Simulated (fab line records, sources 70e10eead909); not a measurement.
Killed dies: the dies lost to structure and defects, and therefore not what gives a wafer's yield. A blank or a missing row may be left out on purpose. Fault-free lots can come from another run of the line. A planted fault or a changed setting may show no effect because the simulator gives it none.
Chamber matching | flow nand harc | pecvd-02 running NHARC_A_CHANNEL_HOLE_D1_DEP_01: 3 sister chambers
The step deposits SiON, target thk 140 nm. 3 wafers are shown with their chamber, then 7 later ones without.

== WAFERS WITH THEIR CHAMBER ==
wafer  | chamber | heater power w (W)
L080.2 | 1       | 666
L088.2 | 2       | 830
L088.3 | 0       | 709

== WAFERS WITH NO CHAMBER GIVEN ==
wafer  | heater power w (W)
L088.6 | 739
L091.1 | 855
L091.5 | 829
L091.6 | 716
L093.1 | 674
L093.2 | 872
L093.5 | 862

== WHICH CHAMBER EACH ONE RAN IN ==
wafer  | from the rows above     | in truth
L088.6 | can't be placed: 0 or 1 | 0
L091.1 | 2                       | 2
L091.5 | 2                       | 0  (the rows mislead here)
L091.6 | can't be placed: 0 or 1 | 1
L093.1 | can't be placed: 1 or 0 | 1
L093.2 | 2                       | 2
L093.5 | 2                       | 2
3 of 7 placed correctly. Unplaceable from these rows: 3, with the true chamber sitting among the candidates in 3. Wrongly placed: 1.
How it was worked out, from the rows above alone: a wafer's distance from a chamber is the root of the sum, over the readings, of the square of ((its reading less the chamber's mean) divided by the reading's scatter). If the next closest chamber is less than 2 further off than the closest, the wafer can't be placed; otherwise it belongs to the closest. For every chamber, the mean is computed from those of its wafers that are shown. The scatter (one wafer shown for each chamber): square how far every hidden wafer sits from the nearest shown wafer, average those squares and take the square root.
